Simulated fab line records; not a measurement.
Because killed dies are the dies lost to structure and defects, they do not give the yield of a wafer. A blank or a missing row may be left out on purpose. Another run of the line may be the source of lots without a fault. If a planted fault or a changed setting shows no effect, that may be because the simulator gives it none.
Which of the tools did it?    flow n5 finfet    9 lots with 27 wafers sampled at 5 steps, on a route of 1938 steps

## WHAT EACH GAUGE READ, for each wafer
N5_HKMG_FIN_INSPECT_61: inspects for defects (macro). Usual: raw defect count reads 2.1 (standard deviation 1.6).
lot   measured     on                 raw defect count  flag
L415  day 4 10:20  defect inspect-01  1 0 0             
L417  day 4 23:11  defect inspect-01  1 2 3             
L418  day 5 05:32  defect inspect-01  2 0 2             
L419  day 5 11:59  defect inspect-01  3 2 4             
L420  day 5 18:31  defect inspect-01  3 3 4             
L426  day 7 06:35  defect inspect-02  2 1 1             
L427  day 7 10:41  defect inspect-02  3 4 1             
L433  day 8 23:07  defect inspect-02  1 0 1             
L435  day 9 16:53  defect inspect-02  4 4 2             

N5_BEOL_M4_RC_MEAS_101. Usual: DIBL_N 36.4 mV/V, standard deviation 1.4; DIBL_P 36.3 mV/V, standard deviation 1.8; IOFF_N 0.163 nA/um, standard deviation 0.024; IOFF_N_85C 3.2 nA/um, standard deviation 0.4; IOFF_N_LIN 0.075 nA/um, standard deviation 0.0093; IOFF_N_LONG 5.66e-05 nA/um, standard deviation 2.1e-06; IOFF_P 0.21 nA/um, standard deviation 0.034; ION_N 673 uA/um, standard deviation 11; ION_P 461 uA/um, standard deviation 7.4; SS_N 71.6 mV/dec, standard deviation 0.52; SS_P 73.3 mV/dec, standard deviation 0.58; VT_N 249.4 mV, standard deviation 2.5; VT_N_LONG 274.6 mV, standard deviation 2.1; VT_P -250 mV, standard deviation 3.5; VT_P_LVT -98.3 mV, standard deviation 2.7.
lot   measured      on         DIBL_N (mV/V)   DIBL_P (mV/V)   IOFF_N (nA/um)        IOFF_N_85C (nA/um)  IOFF_N_LIN (nA/um)    IOFF_N_LONG (nA/um)           IOFF_P (nA/um)  ION_N (uA/um)  ION_P (uA/um)  SS_N (mV/dec)   SS_P (mV/dec)   VT_N (mV)          VT_N_LONG (mV)     VT_P (mV)       VT_P_LVT (mV)         flag
L415  day 8 07:10   prober-01  37.2 37.2 37.5  38.0 37.4 38.2  0.170 0.169 0.181     3.4 3.4 3.6         0.078 0.076 0.079     5.56e-05 5.54e-05 5.59e-05    0.25 0.24 0.24  663 668 666    456 462 459    71.9 71.2 71.9  73.8 73.4 73.8  245.9 249.0 246.9  272.3 273.8 273.5  -246 -248 -248  -97.3 -97.1 -96.7     
L417  day 9 00:22   prober-02  34.6 36.9 37.7  33.8 36.4 38.1  0.118 0.154 0.176     2.4 2.9 3.3         0.056 0.070 0.081     5.88e-05 5.91e-05 5.91e-05    0.20 0.25 0.27  651 661 682    458 462 477    70.6 72.2 72.1  72.5 72.9 74.1  254.1 247.8 249.6  270.2 273.4 273.7  -248 -247 -243  -97.0 -95.0 -93.5     
L418  day 9 09:47   prober-01  37.6 39.0 37.6  38.4 39.6 38.6  40.700 43.328 39.924  323.7 342.7 313.4   17.964 18.670 17.618  0.010475 0.01028 0.010319     0.24 0.26 0.24  966 968 972    458 460 469    72.5 72.6 71.8  74.3 74.2 73.8  95.3 94.5 96.2     124.4 124.5 124.5  -249 -252 -249  -250.2 -249.2 -250.7  OFF
L419  day 9 07:05   prober-01  37.5 35.5 38.3  36.9 34.4 37.3  34.830 27.078 36.218  280.3 231.9 294.3   15.362 12.560 15.814  0.01035 0.010487 0.010176     0.25 0.20 0.27  975 951 965    470 464 467    72.3 71.2 71.6  73.5 72.7 73.2  98.1 100.0 97.9    124.3 125.0 125.0  -245 -249 -244  -246.5 -246.7 -246.5  OFF
L420  day 9 17:22   prober-01  34.2 35.7 34.1  35.5 37.6 35.9  28.767 35.014 29.163  239.2 286.6 243.2   13.294 15.831 13.458  0.010225 0.0098511 0.0099982  0.18 0.22 0.19  932 956 939    448 455 455    71.5 71.9 71.8  73.3 73.5 73.8  100.5 97.3 100.5   123.9 123.6 123.5  -253 -252 -254  -252.3 -248.4 -250.7  OFF
L426  day 11 15:20  prober-01  35.8 35.5 37.7  37.2 36.3 37.8  0.162 0.154 0.188     3.2 3.1 3.6         0.077 0.072 0.086     5.98e-05 5.92e-05 5.95e-05    0.23 0.21 0.27  688 684 680    474 465 469    70.9 71.5 71.4  72.8 72.7 73.5  247.3 248.5 244.9  272.0 272.3 276.8  -246 -248 -244  -95.0 -96.8 -92.9     
L427  day 11 17:55  prober-01  35.4 35.2 37.6  36.1 35.5 38.1  0.172 0.160 0.204     3.3 3.1 3.9         0.080 0.073 0.088     5.75e-05 5.81e-05 5.8e-05     0.22 0.21 0.25  688 664 683    466 464 463    72.0 70.9 71.9  73.5 73.1 74.3  246.6 251.5 245.7  271.5 275.2 274.9  -246 -246 -245  -96.5 -98.2 -97.0     
L433  day 12 22:25  prober-01  39.8 38.6 38.2  39.1 37.8 37.4  0.201 0.186 0.171     3.8 3.5 3.3         0.084 0.083 0.077     5.39e-05 5.47e-05 5.34e-05    0.26 0.25 0.23  667 684 666    458 467 463    71.8 71.5 71.7  74.0 73.6 73.3  250.8 249.1 248.9  275.5 274.0 276.9  -245 -245 -247  -98.3 -97.8 -98.1     
L435  day 13 12:08  prober-02  35.3 34.5 35.9  31.4 30.9 32.4  0.130 0.117 0.137     2.6 2.4 2.8         0.062 0.057 0.061     5.44e-05 5.46e-05 5.42e-05    0.15 0.14 0.16  674 669 660    453 450 446    71.3 70.8 70.6  72.9 72.6 72.0  250.6 251.5 250.8  276.7 275.2 275.9  -258 -257 -255  -102.9 -103.5 -102.8  

## EACH LOT AND THE TOOL THAT RAN IT (in order: tool; ch and the chambers of the sampled wafers; start)
lot   N5_HKMG_FIN_STRIP_93               N5_HKMG_FIN_WET_ETCH_76             N5_HKMG_FIN_PWFM_ALD_03
L415  rie diel-04 ch 0,2, day 4 11:06    wet bench-05 ch 0,1,7, day 4 11:11  ald metal-01 ch 0,1,2, day 4 12:49
L417  rie diel-04 ch 0,3, day 4 23:56    wet bench-05 ch 2,4,6, day 5 00:02  ald metal-04 ch 0,2,3, day 5 01:50
L418  rie diel-03 ch 0,1,3, day 5 06:17  wet bench-05 ch 4,6,7, day 5 06:22  ald metal-04 ch 0,1,2, day 5 08:03
L419  rie diel-06 ch 0,2,3, day 5 13:02  wet bench-05 ch 0,4,7, day 5 13:07  ald metal-01 ch 1,2,3, day 5 14:51
L420  rie diel-03 ch 1,3, day 5 19:38    wet bench-05 ch 0,2,4, day 5 19:46  ald metal-04 ch 0,1,3, day 5 21:43
L426  rie diel-03 ch 0,2, day 7 07:20    wet bench-05 ch 1,5,7, day 7 07:33  ald metal-03 ch 0,3, day 7 09:16
L427  rie diel-06 ch 1,2,3, day 7 11:26  wet bench-03 ch 1,2,4, day 7 11:31  ald metal-04 ch 1,3, day 7 13:12
L433  rie diel-06 ch 1,2,3, day 8 23:52  wet bench-05 ch 2,3,7, day 8 23:58  ald metal-04 ch 2,3, day 9 01:52
L435  rie diel-04 ch 0,2,3, day 9 17:39  wet bench-03 ch 1,2,5, day 9 17:44  ald metal-04 ch 0,2,3, day 9 19:30
- N5_HKMG_FIN_STRIP_93: strips SOC in N2/H2, time 20 s.
- N5_HKMG_FIN_WET_ETCH_76: etches Al2O3 in dNH4OH, stops on La2O3, target depth 2.25 nm, rinse time 30 s.
- N5_HKMG_FIN_PWFM_ALD_03: deposits TiN, target thk 2 nm, pulse time 1 s, purge time 3 s.

## WHAT THE TOOLS THEMSELVES READ (means of the sampled wafers that have a number; where no wafer has one, the mark that the record gives instead)
N5_HKMG_FIN_STRIP_93. Usual: chamber pressure mTorr 50.00 mTorr, standard deviation 0.045; drypump motor current A 5.5 A, standard deviation 0.38; oes product au 0.81 a.u., standard deviation 0.098; rf vpp V 54.3 V, standard deviation 0.91; showerhead plenum p Torr 3.39 Torr, standard deviation 0.1; throttle valve pct 19.0 %, standard deviation 0.45.
lot   tool         chamber pressure mTorr (mTorr)  drypump motor current A (A)  oes product au (a.u.)  rf vpp V (V)  showerhead plenum p Torr (Torr)  throttle valve pct (%)  flag
L415  rie diel-04  50.05                           5.5                          0.90                   54.9          3.53                             19.0                    
L417  rie diel-04  50.02                           5.4                          0.92                   54.6          3.52                             19.0                    
L418  rie diel-03  50.03                           5.4                          0.78                   53.8          3.36                             19.3                    
L419  rie diel-06  49.96                           5.7                          0.77                   54.0          3.37                             19.2                    
L420  rie diel-03  50.02                           5.7                          0.69                   53.0          3.41                             19.6                    
L426  rie diel-03  50.02                           5.3                          0.90                   54.0          3.38                             18.8                    
L427  rie diel-06  50.03                           5.6                          0.77                   54.9          3.33                             19.4                    
L433  rie diel-06  50.01                           5.6                          0.76                   54.7          3.32                             19.4                    
L435  rie diel-04  50.01                           5.5                          0.85                   55.0          3.46                             18.8                    

N5_HKMG_FIN_WET_ETCH_76. Usual: bath heat duty pct 6.3 %, standard deviation 0.76; rinse temp c 22.99 C, standard deviation 0.11.
lot   tool          bath heat duty pct (%)  rinse temp c (C)  flag
L415  wet bench-05  6.5                     23.18             
L417  wet bench-05  5.9                     22.97             
L418  wet bench-05  -                       -                 OFF
L419  wet bench-05  -                       -                 OFF
L420  wet bench-05  -                       -                 OFF
L426  wet bench-05  6.4                     22.93             
L427  wet bench-03  6.1                     22.95             
L433  wet bench-05  6.2                     23.11             
L435  wet bench-03  6.3                     22.94             

N5_HKMG_FIN_PWFM_ALD_03. Usual: heater power w 860 W, standard deviation 120; precursor pulse height rel 1.000, standard deviation 0.02.
lot   tool          heater power w (W)  precursor pulse height rel  flag
L415  ald metal-01  726                 0.995                       
L417  ald metal-04  907                 1.016                       
L418  ald metal-04  920                 1.001                       
L419  ald metal-01  828                 1.002                       
L420  ald metal-04  915                 1.026                       
L426  ald metal-03  795                 0.991                       
L427  ald metal-04  867                 1.000                       
L433  ald metal-04  871                 1.000                       
L435  ald metal-04  905                 0.995                       

## THE ANSWER, worked out from the rows above alone
Rule: take the mean of a lot's wafers that have a number; if it is more than 3 standard deviations from the usual mean, the lot is off. A lot without any number at a reading at which 4 lots or more have one is off too. Where the step has rows for the other lots, those lots are counted as sound. First the gauges in route order, then the tools' own readings, where a lot's mean is used as printed above. The first step at which some lot is off is used, and at that step the reading that is off furthest; a lot without a number counts as furthest.
Off: L418, L419, L420, seen at N5_BEOL_M4_RC_MEAS_101 (IOFF_N_LONG).
A tool fits if, at a process step before that reading, it ran every lot that is off, and no sound lot after the first of them. Not tried: the gauges at N5_BEOL_M4_RC_MEAS_101; whatever is off there is also off at N5_HKMG_FIN_WET_ETCH_76, on other tools, and gauge error can't account for it. None of those tried fits.

## WHAT THE SIMULATOR HAD PUT IN
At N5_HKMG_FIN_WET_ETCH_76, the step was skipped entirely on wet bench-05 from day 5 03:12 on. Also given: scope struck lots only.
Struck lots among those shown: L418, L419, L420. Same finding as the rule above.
